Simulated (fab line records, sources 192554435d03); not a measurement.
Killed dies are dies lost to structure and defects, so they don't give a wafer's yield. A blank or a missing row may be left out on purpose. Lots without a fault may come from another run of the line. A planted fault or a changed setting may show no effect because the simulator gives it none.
fab line records | flow n5_finfet
record lots=10 wafers=26 last_day=17
route steps=1938 shown BEOL_M0_SAQP@670 BEOL_M4@1111 PASSIVATION@1936
lots that met no fault: from a run of the same line without faults
start_h: hours from the record's first day to the start of the lot's first wafer shown | wait_h: hours since the lot's step before | " the same as in the row above | L1.1+2: a row that stands for several wafers | - no value, or no start given | * or withheld: withheld | < > ~ a bound
route shown NAME@n: a module of which the file shows steps, and the number in the route of the first | usual: mean/standard deviation of fault-free wafers | same: alike in all rows | chamber/n: place in a boat | sites: the reading at each site | _std_site: their standard deviation | _edge_site: outer sites' mean less inner sites' | radius_mm: how far each site lies from the wafer's centre | mask NAME#n: copy n | behind: the tool/chamber that last shaped the wafer | hold: why the lot was held/for how many hours/how that ended | device: the transistor (n, p or np) that didn't switch | end of line: the same wafers' tests at the end of the route | a step without rows: its recipe alone | killed: dies lost to structure and defects at the first sort, not the wafer's yield | map: a wafer's dies, x killed, . not, _ none there
set.NAME: the setting as run; set.NAME@STEP: as run at that earlier step | model.NAME: the simulator's own value behind a step, which no gauge read
steps of the route over a sample of lots; a table a step, a row a wafer
services: from which hour (start_h, from the record's first day; less than 0 if before it) a tool's chamber was out of use, for how many hours, and why
## steps
# step N5_BEOL_M0_SAQP_RECESS_104
# recipe chemistry=HF/NH3 target=SiO2 target_depth_a=180 afs_cycles=3 temp_c=30 sublimation_temp_c=180 sublimation_time_s=60
# usual drypump_motor_current_A=5.70/0.086
# columns lot.wafer tool chamber start_h wait_h drypump_motor_current_A
L501.2 vapor_etch-02 0 116.28 0.1 5.58
L501.6 " 0 " " 5.59
L506.1 vapor_etch-01 1 144.37 0.1 5.72
L506.5 " 0 " " 5.83
L506.6 " 1 " " 5.75
L507.1 vapor_etch-02 0 154.70 0.1 5.59
L507.5 " 1 " " 5.72
L508.1 vapor_etch-01 1 158.78 0.1 5.70
L508.3 " 1 " " 5.70
L510.3 vapor_etch-02 0 172.90 0.2 5.58
L510.6 " 0 " " 5.56
L513.1 vapor_etch-01 1 190.80 0.1 5.73
L513.2 " 0 " " 5.86
L513.3 " 0 " " 5.82
L514.3 vapor_etch-02 1 192.77 0.2 5.69
L514.5 " 1 " " 5.71
L514.6 " 0 " " 5.60
L521.1 vapor_etch-02 1 237.43 0.1 5.72
L521.3 " 1 " " 5.69
L521.6 " 0 " " 5.56
L522.2 vapor_etch-02 1 243.70 0.1 5.73
L522.3 " 0 " " 5.59
L522.6 " 1 " " 5.74
L523.1 vapor_etch-02 1 246.92 0.1 5.71
L523.3 " 0 " " 5.58
L523.6 " 1 " " 5.72
# step N5_BEOL_M0_SAQP_DESCUM_45
# recipe chemistry=O2 time_s=7 source_power_w=50 bias_power_w=20 pressure_mtorr=20 rf_frequency_hz=2.712e+07 temp_c=40 resist=CAR-EUV o2_flow_sccm=225
# usual drypump_motor_current_A=5.7/0.37 oes_product_au=0.76/0.076 rf_vpp_V=243.0/1.3 showerhead_plenum_p_Torr=2.07/0.062 throttle_valve_pct=20.46/0.21
# columns lot.wafer tool chamber start_h wait_h drypump_motor_current_A oes_product_au rf_hours_counter_h rf_vpp_V showerhead_plenum_p_Torr throttle_valve_pct
L501.2 rie_diel-01 0 119.99 0.0 5.7 0.70 221 242.5 2.09 20.53
L501.6 " 3 " " 5.4 0.74 - 243.2 2.09 20.45
L506.1 rie_diel-02 3 146.69 0.0 5.4 0.82 80 244.1 2.10 19.89
L506.5 " 0 " " 6.3 0.74 - 243.8 2.04 20.56
L506.6 " 1 " " 5.7 0.96 - 241.7 2.06 20.19
L507.1 rie_diel-02 2 157.06 0.1 5.2 0.71 189 244.0 2.09 20.65
L507.5 " 1 " " 5.8 0.96 - 243.0 2.06 20.19
L508.1 rie_diel-02 0 160.94 0.2 6.2 0.73 193 242.6 2.04 20.58
L508.3 " 3 " " 5.3 0.80 84 243.6 2.10 19.89
L510.3 rie_diel-01 2 175.36 0.2 6.3 0.75 148 242.3 2.00 20.29
L510.6 " 2 " " 6.2 0.75 - 242.4 2.00 20.29
L513.1 rie_diel-01 2 192.80 0.0 6.3 0.75 154 241.7 2.00 20.31
L513.2 " 3 " " 5.4 0.72 171 242.7 2.09 20.47
L513.3 " 1 " " 5.5 0.73 191 242.8 2.08 20.54
L514.3 rie_diel-01 1 194.84 0.0 5.5 0.72 192 243.1 2.08 20.56
L514.5 " 3 " " 5.4 0.74 - 242.3 2.08 20.49
L514.6 " 2 " " 6.3 0.75 - 241.0 2.00 20.29
L521.1 rie_diel-01 2 240.39 0.0 6.3 0.74 174 241.7 1.99 20.33
L521.3 " 1 " " 5.5 0.72 211 241.1 2.07 20.58
L521.6 " 1 " " 5.4 0.72 - 242.6 2.07 20.57
L522.2 rie_diel-01 2 250.18 0.7 6.3 0.73 177 241.8 1.99 20.33
L522.3 " 1 " " 5.5 0.72 215 242.8 2.07 20.58
L522.6 " 3 " " 5.4 0.71 - 243.7 2.08 20.51
L523.1 rie_diel-02 1 250.29 0.7 5.7 0.88 45 243.8 2.05 20.25
L523.3 " 3 " " 5.4 0.77 112 244.6 2.09 19.93
L523.6 " 1 " " 5.8 0.89 - 242.4 2.05 20.24
# step N5_BEOL_M0_SAQP_ETCH_88
# recipe chemistry=N2/H2 target=underlayer target_depth_a=65 time_s=5.2 ion_energy_ev=200 mask_material=CAR-EUV pressure_mtorr=30 source_w=840 bias_w=150 n2_flow_sccm=200 h2_flow_sccm=200 ends=cleared
# usual bias_w=150.0/0.47 chamber_pressure_mTorr=30.00/0.043 drypump_motor_current_A=5.7/0.37 etch_rf_on_time_s=5.20/0.21 oes_product_au=0.65/0.066 rf_vpp_V=523.2/2.2 showerhead_plenum_p_Torr=2.52/0.071 throttle_valve_pct=17.91/0.27
# columns lot.wafer tool chamber start_h wait_h bias_w chamber_pressure_mTorr drypump_motor_current_A etch_rf_on_time_s oes_product_au rf_hours_counter_h rf_vpp_V showerhead_plenum_p_Torr throttle_valve_pct
L501.2 rie_diel-01 0 120.03 0.0 150.1 30.02 5.6 5.07 0.61 221 523.1 2.51 17.68
L501.6 " 3 " " 149.8 29.97 5.4 5.64 0.61 - 525.6 2.54 17.86
L506.1 rie_diel-02 3 146.72 0.0 150.1 30.01 5.4 5.22 0.68 80 525.2 2.56 17.39
L506.5 " 0 " " 150.7 30.02 6.3 5.23 0.62 - 523.6 2.55 18.53
L506.6 " 1 " " 150.2 29.95 5.8 5.15 0.82 - 523.4 2.49 17.52
L507.1 rie_diel-02 2 157.10 0.0 150.0 30.04 5.1 5.01 0.60 189 523.3 2.53 18.02
L507.5 " 1 " " 149.5 30.02 5.8 5.12 0.81 - 520.7 2.49 17.51
L508.1 rie_diel-02 0 160.97 0.0 150.4 30.00 6.3 5.21 0.62 193 523.0 2.55 18.54
L508.3 " 3 " " 149.5 30.07 5.3 5.16 0.69 84 525.2 2.56 17.42
L510.3 rie_diel-01 2 175.39 0.0 150.3 30.00 6.2 5.18 0.66 148 521.6 2.46 18.04
L510.6 " 2 " " 150.5 29.98 6.3 5.21 0.66 - 520.3 2.46 18.05
L513.1 rie_diel-01 2 192.83 0.0 - - - - - - - - -
L513.2 " 3 " " - - - - - - - - -
L513.3 " 1 " " - - - - - - - - -
L514.3 rie_diel-01 1 194.88 0.0 - - - - - - - - -
L514.5 " 3 " " - - - - - - - - -
L514.6 " 2 " " - - - - - - - - -
L521.1 rie_diel-01 2 240.43 0.0 150.6 29.93 6.3 5.19 0.64 174 522.6 2.45 18.11
L521.3 " 1 " " 149.7 29.95 5.5 5.12 0.62 211 524.8 2.51 17.98
L521.6 " 1 " " 149.6 29.95 5.5 5.11 0.61 - 524.8 2.51 17.99
L522.2 rie_diel-01 2 250.22 0.0 150.2 30.00 6.3 5.15 0.64 177 523.2 2.45 18.09
L522.3 " 1 " " 150.4 29.96 5.5 5.04 0.61 215 523.1 2.51 18.00
L522.6 " 3 " " 150.2 29.96 5.4 5.71 0.59 - 523.8 2.52 17.94
L523.1 rie_diel-02 1 250.33 0.0 149.1 30.04 5.8 5.15 0.76 45 523.0 2.47 17.57
L523.3 " 3 " " 150.0 30.02 5.3 5.27 0.67 112 522.0 2.55 17.45
L523.6 " 1 " " 149.3 29.98 5.8 5.13 0.76 - 522.3 2.47 17.59
# step N5_BEOL_M0_SAQP_ETCH_49
# recipe chemistry=CF4/O2 target_depth_a=370 target=SiO2 pressure_mtorr=40 source_w=535 bias_w=49 Ar_flow_sccm=100 cf4_flow_sccm=100 O2_flow_sccm=10 ion_energy_ev=100
# usual O2_flow_sccm=10.00/0.031 bias_w=49.02/0.15 drypump_motor_current_A=5.7/0.37 oes_product_au=0.75/0.066 rf_vpp_V=241/8.9 showerhead_plenum_p_Torr=2.19/0.062 throttle_valve_pct=15.94/0.25
# columns lot.wafer tool chamber start_h wait_h O2_flow_sccm bias_w drypump_motor_current_A oes_product_au rf_hours_counter_h rf_vpp_V showerhead_plenum_p_Torr throttle_valve_pct
L501.2 rie_diel-01 2 120.89 0.4 9.98 49.20 6.3 0.78 133 251 2.13 15.81
L501.6 " 0 " " 10.08 49.15 5.6 0.70 - 251 2.18 15.84
L506.1 rie_diel-03 1 147.68 0.3 10.01 48.90 6.3 0.76 158 242 2.30 16.22
L506.5 " 2 " " 10.04 48.89 6.0 0.68 - 237 2.07 16.17
L506.6 " 3 " " 10.09 49.06 5.7 0.74 - 226 2.10 15.88
L507.1 rie_diel-03 1 157.87 0.3 9.98 49.25 6.2 0.76 160 245 2.30 16.20
L507.5 " 3 " " 9.95 49.11 5.7 0.74 - 228 2.10 15.87
L508.1 rie_diel-02 0 161.81 0.3 9.93 48.87 6.3 0.73 193 230 2.21 16.33
L508.3 " 1 " " 10.02 48.92 5.8 0.93 17 245 2.18 15.67
L510.3 rie_diel-03 2 176.17 0.3 10.04 49.16 6.0 0.68 248 237 2.07 16.21
L510.6 " 3 " " 9.97 49.05 5.7 0.73 - 226 2.10 15.89
L513.1 rie_diel-03 3 193.64 0.3 9.99 49.02 5.8 0.73 196 226 2.10 15.91
L513.2 " 0 " " 9.99 48.95 5.7 0.73 189 254 2.27 15.90
L513.3 " 1 " " 9.98 48.84 6.2 0.74 172 245 2.29 16.23
L514.3 rie_diel-02 2 195.65 0.3 10.01 49.08 5.1 0.70 201 242 2.18 16.07
L514.5 " 0 " " 9.96 49.08 6.3 0.71 - 231 2.21 16.32
L514.6 " 1 " " 10.02 48.96 5.7 0.92 - 245 2.18 15.69
L521.1 rie_diel-02 3 241.32 0.4 10.01 48.99 5.4 0.78 109 244 2.20 15.40
L521.3 " 2 " " 10.00 49.11 5.2 0.67 218 241 2.17 16.10
L521.6 " 3 " " 9.98 49.20 5.3 0.78 - 241 2.20 15.41
L522.2 rie_diel-01 3 251.01 0.3 9.94 49.01 5.4 0.72 196 245 2.20 16.05
L522.3 " 1 " " 9.98 49.25 5.5 0.71 215 230 2.20 16.15
L522.6 " 2 " " 9.96 49.13 6.2 0.74 - 252 2.11 15.91
L523.1 rie_diel-01 0 251.13 0.3 10.08 48.84 5.6 0.69 245 249 2.18 15.88
L523.3 " 3 " " 9.97 48.76 5.4 0.71 196 243 2.20 16.05
L523.6 " 2 " " 10.00 49.11 6.2 0.73 - 253 2.11 15.92
# step N5_BEOL_M4_RC_MEAS_101
# usual DIBL_N=37.5/2 DIBL_P=37.5/2.5 IOFF_N=0.18/0.042 IOFF_P=0.24/0.046 ION_N=677/15 ION_P=464/9.5 SS_N=72.0/0.76 SS_P=73.6/0.79 VT_N=249/3.5 VT_P=-249/3.2
# columns lot.wafer tool chamber start_h wait_h DIBL_N[mV/V] DIBL_P[mV/V] IOFF_N[nA/um] IOFF_P[nA/um] ION_N[uA/um] ION_P[uA/um] SS_N[mV/dec] SS_P[mV/dec] VT_N[mV] VT_P[mV]
L501.2 prober-02 0 170.18 0.2 37.0 38.6 0.17 0.23 691 466 72.8 74.1 247 -251
L501.6 " 0 " " 38.1 39.7 0.18 0.26 667 458 72.8 74.7 251 -249
L506.1 prober-02 0 202.69 0.0 37.3 36.9 0.17 0.24 678 469 71.4 74.0 249 -249
L506.5 " 0 " " 39.1 38.0 0.20 0.26 684 472 72.7 74.2 248 -247
L506.6 " 0 " " 34.8 35.0 0.13 0.23 650 454 71.0 74.0 250 -248
L507.1 prober-02 0 204.86 0.0 36.8 37.1 0.14 0.24 645 448 70.6 73.9 254 -251
L507.5 " 0 " " 38.7 38.1 0.19 0.25 679 464 71.8 73.3 247 -249
L508.1 prober-02 0 216.10 0.0 34.7 33.6 0.12 0.16 657 454 70.5 71.5 257 -252
L508.3 " 0 " " 42.7 45.1 0.30 0.38 694 473 73.4 75.7 243 -241
L510.3 prober-01 0 225.20 0.3 33.9 33.9 0.13 0.18 653 454 71.4 73.0 253 -251
L510.6 " 0 " " 38.4 39.7 0.24 0.28 680 467 72.7 75.1 249 -246
L514.3 prober-02 0 245.03 0.3 36.6 36.4 0.17 0.23 679 466 72.4 72.9 253 -248
L514.5 " 0 " " 39.6 38.8 0.26 0.28 677 460 73.7 73.7 247 -246
L514.6 " 0 " " 34.4 33.9 0.14 0.20 685 464 71.8 72.4 250 -251
L513.1 prober-02 0 247.20 0.0 39.4 39.6 0.22 0.23 676 457 72.2 74.0 248 -252
L513.2 " 0 " " 39.2 39.9 0.21 0.25 680 460 72.6 74.8 247 -249
L513.3 " 0 " " 34.6 34.0 0.14 0.17 663 448 71.4 72.7 252 -254
L521.1 prober-02 0 294.48 0.0 39.4 38.3 0.23 0.24 708 470 72.3 74.6 244 -249
L521.3 " 0 " " 37.3 34.9 0.18 0.19 685 465 71.6 72.8 248 -250
L521.6 " 0 " " 37.4 36.5 0.18 0.20 693 467 72.1 73.8 247 -251
L522.2 prober-01 0 305.41 0.2 39.4 39.4 0.22 0.25 683 457 72.8 74.8 244 -249
L522.3 " 0 " " 34.4 34.4 0.12 0.18 672 465 71.4 73.1 251 -254
L522.6 " 0 " " 39.7 40.4 0.23 0.28 697 474 72.3 74.5 241 -249
L523.1 prober-02 0 307.06 0.0 37.1 36.8 0.19 0.20 668 454 72.8 73.0 248 -253
L523.3 " 0 " " 35.2 35.5 0.13 0.18 659 452 71.5 73.1 251 -253
L523.6 " 0 " " 38.5 38.6 0.20 0.23 673 457 72.3 74.2 248 -249
# step N5_PASSIVATION_PROBE_49
# usual defect_limited_yield=91.8/1.5 killed_at_M0_to_M3=33/11 killed_at_M4_up=13/5 killed_at_contacts=11/5.6 killed_at_front_end=36/12 killed_at_other=3.4/2.5 killed_dies=97/18 killed_open=64/13 killed_short=31/6.9 sort_bin_4_leakage=0.01/0.048 sort_bin_5_function=4.8/1 sort_bin_6_memory=3.1/0.64 sort_n_pass=1083/18 sort_yield_pct=91.8/1.5
# same gross_dies=1180 killed_at_back_side=0 sort_bin_8_speed[%]=0
# columns lot.wafer tool chamber start_h wait_h defect_limited_yield[%] killed_at_M0_to_M3 killed_at_M4_up killed_at_contacts killed_at_front_end killed_at_other killed_dies killed_open killed_short sort_bin_4_leakage[%] sort_bin_5_function[%] sort_bin_6_memory[%] sort_n_pass sort_yield_pct[%]
L501.2 prober-02 - 277.19 0.1 92.5 31 13 7 35 2 88 60 28 0 3.7 3.5 1092 92.5
L501.6 prober-02 - 277.39 0.3 92.1 47 10 9 27 0 93 57 35 0 4.0 3.6 1087 92.1
L510.3 prober-01 - 325.55 0.1 92.8 24 23 11 27 0 85 51 32 0 4.3 2.8 1095 92.8
L510.6 prober-01 - 325.70 0.3 92.5 19 22 9 37 2 89 64 24 0 4.0 3.4 1091 92.5
L513.1 prober-02 - 347.92 0.0 90.2 31 10 24 49 2 116 71 41 0 5.8 3.7 1064 90.2
L513.2 prober-02 - 347.97 0.1 90.1 40 19 20 37 1 117 83 34 0 6.4 3.3 1063 90.1
L513.3 prober-02 - 348.02 0.1 92.0 34 8 20 27 5 94 66 26 0 4.6 3.4 1086 92.0
L514.3 prober-02 - 355.45 0.1 92.5 28 8 4 47 1 88 52 23 0 3.7 2.5 1092 92.5
L514.5 prober-02 - 355.55 0.2 92.2 31 16 5 39 1 92 54 30 0 4.1 2.8 1088 92.2
L514.6 prober-02 - 355.60 0.3 93.3 28 14 3 28 6 79 49 29 0 3.6 2.7 1101 93.3
# killed by level:class
L501.2 BEOL_M2:geometric_particle:open=9 GATE_CUT:geometric_particle:short=8 GATE_CUT:geometric_particle:open=6 MOL_CONTACT_COAG:geometric_particle:open=6 DUMMY_GATE:geometric_particle:open=5 BEOL_M0_SAQP:geometric_particle:open=5 BEOL_M0_SAQP:geometric_particle:short=4 BEOL_M1:geometric_particle:open=4
L501.6 BEOL_M1:geometric_particle:open=17 BEOL_M0_SAQP:geometric_particle:short=11 GATE_CUT:geometric_particle:short=6 MOL_CONTACT_COAG:geometric_particle:open=6 BEOL_M2:geometric_particle:open=6 BEOL_M4:geometric_particle:open=5 FIN_SAQP:geometric_particle:open=4 STI_FIN_REVEAL:geometric_particle:open=4
L510.3 MOL_CONTACT_COAG:geometric_particle:open=8 BEOL_M4:geometric_particle:open=8 BEOL_M0_SAQP:geometric_particle:short=7 FIN_SAQP:geometric_particle:open=6 BEOL_M0_SAQP:geometric_particle:open=5 BEOL_M2:geometric_particle:open=5 BEOL_M4:geometric_particle:short=5 STARTING-WAFER:geometric_particle:open=5
L510.6 DUMMY_GATE:geometric_particle:open=8 MOL_CONTACT_COAG:geometric_particle:open=8 BEOL_M4:geometric_particle:open=8 FIN_SAQP:geometric_particle:open=7 BEOL_M1:geometric_particle:open=5 BEOL_M3:geometric_particle:open=5 STI_FIN_REVEAL:geometric_particle:open=4 STI_FIN_REVEAL:geometric_particle:short=4
L513.1 BEOL_M0_SAQP:geometric_particle:open=14 MOL_CONTACT_COAG:geometric_particle:short=12 MOL_CONTACT_COAG:geometric_particle:open=11 DUMMY_GATE:geometric_particle:open=7 BEOL_M0_SAQP:geometric_particle:short=7 GATE_CUT:geometric_particle:short=6 FIN_SAQP:geometric_particle:short=5 STI_FIN_REVEAL:geometric_particle:open=5
L513.2 MOL_CONTACT_COAG:geometric_particle:open=16 BEOL_M0_SAQP:geometric_particle:open=10 FIN_SAQP:geometric_particle:open=9 DUMMY_GATE:geometric_particle:open=8 BEOL_M3:geometric_particle:open=7 BEOL_M0_SAQP:geometric_particle:short=6 BEOL_M2:geometric_particle:open=6 BEOL_M4:geometric_particle:open=6
L513.3 MOL_CONTACT_COAG:geometric_particle:open=15 BEOL_M0_SAQP:geometric_particle:short=11 BEOL_M0_SAQP:geometric_particle:open=8 DUMMY_GATE:geometric_particle:open=7 BEOL_M1:geometric_particle:open=6 BEOL_M2:geometric_particle:open=6 STARTING-WAFER:geometric_particle:open=5 SPACER0:geometric_particle:open=3
L514.3 HKMG_FIN:area_etch=13 STI_FIN_REVEAL:geometric_particle:open=9 BEOL_M3:geometric_particle:open=9 BEOL_M0_SAQP:geometric_particle:open=7 FIN_SAQP:geometric_particle:open=6 BEOL_M1:geometric_particle:open=5 FIN_SAQP:geometric_particle:short=3 STI_FIN_REVEAL:geometric_particle:short=3
L514.5 STI_FIN_REVEAL:geometric_particle:open=11 BEOL_M0_SAQP:geometric_particle:short=7 BEOL_M0_SAQP:geometric_particle:open=7 HKMG_FIN:area_etch=7 MOL_CONTACT_COAG:geometric_particle:open=5 BEOL_M0:geometric_particle:short=5 BEOL_M3:geometric_particle:open=5 FIN_SAQP:geometric_particle:open=4
L514.6 BEOL_M3:geometric_particle:open=7 FIN_SAQP:geometric_particle:open=6 BEOL_M0_SAQP:geometric_particle:short=6 FIN_SAQP:geometric_particle:short=5 BEOL_M0:geometric_particle:open=5 BEOL_M4:geometric_particle:open=5 BEOL_M1:geometric_particle:open=4 STI_FIN_REVEAL:geometric_particle:open=3
## services
# columns tool chamber start_h hours kind
rie_diel-01 2 96.68 7.6 repair
rie_diel-01 0 137.19 2.4 repair
vapor_etch-01 - 173.14 15.6 pm
rie_diel-01 3 176.74 8.3 repair
rie_diel-03 2 181.29 - clean
rie_diel-03 2 181.29 - consumable_replace:focus_ring
rie_diel-03 2 181.29 - consumable_replace:showerhead
vapor_etch-01 - 224.08 14.6 pm
rie_diel-03 - 234.90 15.6 pm
## key
first_sign step=N5_BEOL_M0_SAQP_ETCH_88 reading=tool_record direction=missing
effect none on later readings
met_at N5_BEOL_M0_SAQP_ETCH_88
struck_lots L513,L514
baseline_loss step=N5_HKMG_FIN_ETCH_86 wafers=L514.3
not_acting_at N5_BEOL_M0_SAQP_RECESS_104,N5_BEOL_M0_SAQP_DESCUM_45,N5_BEOL_M0_SAQP_ETCH_49
onset_between 175.39 192.83
fault kind=skipped_step_whole tool=rie_diel-01 chamber=- onset_h=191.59 steps=N5_BEOL_M0_SAQP_ETCH_88 scope=struck_lots_only
# baseline_loss: these wafers lose ten dies or more at that step, a loss of the line's own and not of a fault; the sort's usual values leave them out
